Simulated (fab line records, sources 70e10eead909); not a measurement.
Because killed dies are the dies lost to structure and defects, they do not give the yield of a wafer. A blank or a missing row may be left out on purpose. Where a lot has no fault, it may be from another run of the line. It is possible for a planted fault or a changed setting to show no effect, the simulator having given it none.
A struck lot beside a sound one :: flow nandHarc :: 29 out of 1159 route steps
Sound: wafers L830.1, L830.3, L830.4. Struck: wafers L823.1, L823.4, L823.6. The cause is given at the end.
For every step that has rows: the tool of each side, followed by ch and its chambers, followed by its first start. Under that, the readings that differ: sound wafers :: struck wafers :: difference of the means :: sigmas: that difference in standard deviations of wafers without a fault.
alike: same words and numbers on both sides, and readings whose means sit less than 2 such deviations apart. not compared: any withheld reading, any reading some wafer has no value for, any bound like >300 that may hide the same value, and any number with overlapping values for which the record gives no deviation.
A row with sigmas, a row that says differs or no value, or rows on one side alone: a step with any of these is where the two part. When numbers do not overlap yet have no deviation, they are printed without sigmas and do not part them. A reading that every wafer of one side lacks parts them only if that side has two wafers or more.

NHARC_A_CONTACT_ETCH_121: etches the open film in C4F8/O2/Ar, time 94 s, target depth 922 nm.
  sound on harCapEtch-01 ch 0,1, day 20 00:16; struck on harCapEtch-03 ch 0,1, day 18 04:13
  alike: chamberPressureMTorr, oesAirLineAu
  not compared: rfHoursCounterH
NHARC_A_CONTACT_ETCH_122: etches the open film in C4F8/O2/Ar, time 95 s, target depth 930 nm.
  sound on harCapEtch-01 ch 0,1, day 20 00:21; struck on harCapEtch-03 ch 0,1, day 18 04:19
  alike: chamberPressureMTorr, oesAirLineAu
  not compared: rfHoursCounterH
then, 1 step without rows for these wafers: NHARC_A_CONTACT_ETCH_123 (etches the open film in C4F8/O2/Ar, time 253 s, target depth 1090 nm).
NHARC_A_CONTACT_ETCH_90: etches the open film in CH3F/O2, target depth 40 nm, time 85.7 s.
  sound on rieDiel-05 ch 0,2,3, day 20 01:03; struck on rieDiel-05 ch 0,2, day 18 05:01
  alike: chamberPressureMTorr, drypumpMotorCurrentA, oesProductAu, rfVppV, showerheadPlenumPTorr, throttleValvePct
  not compared: rfHoursCounterH
then, 1 step without rows for these wafers: NHARC_A_CONTACT_ETCH_96 (etches the open film in C4F6/O2, target depth 20 nm, time 10 s).
NHARC_A_CONTACT_CD_MEAS_53:
  sound on cdSem-02, day 20 01:16; struck on cdSem-02, day 18 05:13
  alike: cdNm
then, 6 steps without rows for these wafers: NHARC_A_CONTACT_STRIP_99 (strips in N2/H2); NHARC_A_CONTACT_STRIP_100 (strips in CF4/CHF3); NHARC_A_CONTACT_STRIP_101 (strips in O2/COS); NHARC_A_CONTACT_ETCH_102 (etches the open film in CF4/O2, target depth 70 nm, overetch 7 nm, time 38.5 s); NHARC_A_CONTACT_STRIP_55 (strips in O2); NHARC_A_CONTACT_STRIP_56 (strips in post etch residue remover, time 600 s).
NHARC_A_CONTACT_DEP_57: deposits aC, target thk 2800 nm.
  sound on aclDep-02 ch 0, day 20 04:35; struck on aclDep-03 ch 0, day 18 10:26
  alike: susceptorTempC, throttleValvePct
NHARC_A_CONTACT_DEP_58: deposits SiON, target thk 60 nm.
  sound on pecvd-02 ch 0,1,2, day 20 06:23; struck on pecvd-04 ch 0,2, day 18 12:15
  alike: chamberPressureTorr, heaterPowerW, susceptorTempC
then, 10 steps without rows for these wafers: NHARC_A_CONTACT_DEHYDRATE_59 (time 120 s); NHARC_A_CONTACT_HMDS_60 (time 30 s); NHARC_A_CONTACT_COAT_61 (time 75 s); NHARC_A_CONTACT_COAT_62 (time 65 s); NHARC_A_CONTACT_COAT_63 (resist thk 90 nm); NHARC_A_CONTACT_SOFTBAKE_64 (time 55 s); NHARC_A_CONTACT_EBR_65; NHARC_A_CONTACT_EXPOSE_66 (exposes mask A CC 2); NHARC_A_CONTACT_PEB_67 (peb time 65 s); NHARC_A_CONTACT_DEVELOP_68 (develop time 35 s).
NHARC_A_CONTACT_CD_MEAS_69: the cd target is 200 nm.
  sound on cdSem-02 ch 0, day 20 06:57; struck on cdSem-01 ch 0, day 18 12:49
  alike: cdNm
NHARC_A_CONTACT_OVL_MEAS_70:
  sound on overlay-02, day 20 07:02; struck on overlay-02, day 18 12:54
  alike: overlayXNm, overlayYNm
NHARC_A_CONTACT_INSPECT_71:
  sound on defectInspect-02, day 20 07:04; struck on defectInspect-02, day 18 12:56
reading: rawDefectCount
sound: 14 14 11
struck: 474 457 490
difference: +461
sigmas: +33
NHARC_A_CONTACT_DESCUM_74: chemistry O2, time 3 s.
  sound on rieDiel-05 ch 1,3, day 20 07:16; struck on rieDiel-07 ch 1,2,3, day 18 13:01
  alike: chamberPressureMTorr, drypumpMotorCurrentA, oesProductAu, rfVppV, showerheadPlenumPTorr, throttleValvePct
  not compared: rfHoursCounterH
-- record jumps: 3 days between struck wafers' starts before vs after; left off in module A_CONTACT, resumes in module END, first step shown is number 1159 of the route --
NHARC_END_SORT_01:
  sound on prober-02 ch 0, day 23 01:58; struck on prober-02 ch 0, day 21 06:13
reading: killedAtArray
sound: 21 25 24
struck: 84 75 75
difference: +55
sigmas: +5

reading: killedAtOther
sound: 0 0 0
struck: 2 2 2
difference: +2
sigmas: +2

reading: killedDies
sound: 21 29 27
struck: 90 80 79
difference: +57
sigmas: +5

reading: killedShort
sound: 3 9 5
struck: 1 0 3
difference: -4
sigmas: -3
  alike: killedAtPeriphery, killedOpen

## WHERE THEY PART
Earliest at NHARC_A_CONTACT_INSPECT_71; latest, in this record, at NHARC_END_SORT_01.

WHY: what had been put in by the simulator
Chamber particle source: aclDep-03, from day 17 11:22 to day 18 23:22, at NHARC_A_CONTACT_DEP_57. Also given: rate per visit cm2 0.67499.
